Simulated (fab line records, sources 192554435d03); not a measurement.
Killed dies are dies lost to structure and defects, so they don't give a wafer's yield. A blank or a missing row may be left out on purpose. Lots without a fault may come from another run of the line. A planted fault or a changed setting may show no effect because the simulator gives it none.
Chamber matching | flow n5_finfet | N5_ZERO_LAYER_DESCUM_16 on rie_diel-03: 4 sister chambers
The step chemistry O2, time 7.9 s. 20 wafers are shown with their chamber, then 10 later ones without.

WAFERS WITH THEIR CHAMBER
wafer  | chamber | showerhead_plenum_p_Torr (Torr) | throttle_valve_pct (%) | drypump_motor_current_A (A)
L074.1 | 2       | 2.16                            | 20.63                  | 4.8
L074.2 | 1       | 2.12                            | 20.17                  | 5.4
L074.3 | 3       | 2.09                            | 20.29                  | 5.3
L077.1 | 1       | 2.12                            | 20.18                  | 5.4
L077.5 | 1       | 2.12                            | 20.19                  | 5.4
L077.6 | 2       | 2.16                            | 20.63                  | 4.8
L079.1 | 1       | 2.12                            | 20.20                  | 5.4
L079.2 | 0       | 2.13                            | 20.33                  | 5.5
L079.3 | 2       | 2.16                            | 20.63                  | 4.8
L080.2 | 0       | 2.13                            | 20.32                  | 5.5
L080.5 | 3       | 2.08                            | 20.32                  | 5.4
L080.6 | 2       | 2.16                            | 20.65                  | 4.8
L081.1 | 3       | 2.08                            | 20.31                  | 5.3
L081.2 | 1       | 2.12                            | 20.19                  | 5.5
L081.6 | 3       | 2.08                            | 20.30                  | 5.4
L087.3 | 1       | 2.11                            | 20.21                  | 5.4
L087.5 | 1       | 2.11                            | 20.20                  | 5.4
L087.6 | 0       | 2.13                            | 20.35                  | 5.6
L089.1 | 1       | 2.11                            | 20.22                  | 5.4
L089.3 | 3       | 2.08                            | 20.34                  | 5.4

SIGNATURES (means of the wafers above)
reading                  | chamber 0 | chamber 1 | chamber 2 | chamber 3 | scatter within a chamber
showerhead_plenum_p_Torr | 2.1300    | 2.1162    | 2.1600    | 2.0820    | 0.00409
throttle_valve_pct       | 20.3333   | 20.1950   | 20.6350   | 20.3120   | 0.0159
drypump_motor_current_A  | 5.533     | 5.413     | 4.800     | 5.360     | 0.0414
Rule: a wafer's distance from a chamber is the root of the sum, over the readings, of the square of ((its reading less the chamber's mean) divided by the reading's scatter). The wafer belongs to the nearest chamber; if the next one is less than 2 further off, it can't be placed. The scatter: the root of (the sum of the squares of (reading less its chamber's mean) over the shown wafers, divided by (wafers less chambers)).

WAFERS WITHOUT THEIR CHAMBER
wafer  | showerhead_plenum_p_Torr (Torr) | throttle_valve_pct (%) | drypump_motor_current_A (A)
L089.6 | 2.13                            | 20.35                  | 5.5
L090.1 | 2.13                            | 20.35                  | 5.5
L090.3 | 2.11                            | 20.22                  | 5.4
L090.5 | 2.11                            | 20.20                  | 5.4
L093.1 | 2.11                            | 20.21                  | 5.4
L093.2 | 2.07                            | 20.35                  | 5.3
L093.4 | 2.13                            | 20.35                  | 5.6
L096.2 | 2.07                            | 20.37                  | 5.3
L096.4 | 2.15                            | 20.67                  | 4.8
L096.6 | 2.11                            | 20.22                  | 5.4

WHICH CHAMBER EACH WENT THROUGH
wafer  | from the rows above | in truth
L089.6 | 0                   | 0
L090.1 | 0                   | 0
L090.3 | 1                   | 1
L090.5 | 1                   | 1
L093.1 | 1                   | 1
L093.2 | 3                   | 3
L093.4 | 0                   | 0
L096.2 | 3                   | 3
L096.4 | 2                   | 2
L096.6 | 1                   | 1
Placed correctly: 10 of 10. Can't be placed from these rows: 0. Placed wrongly: 0.
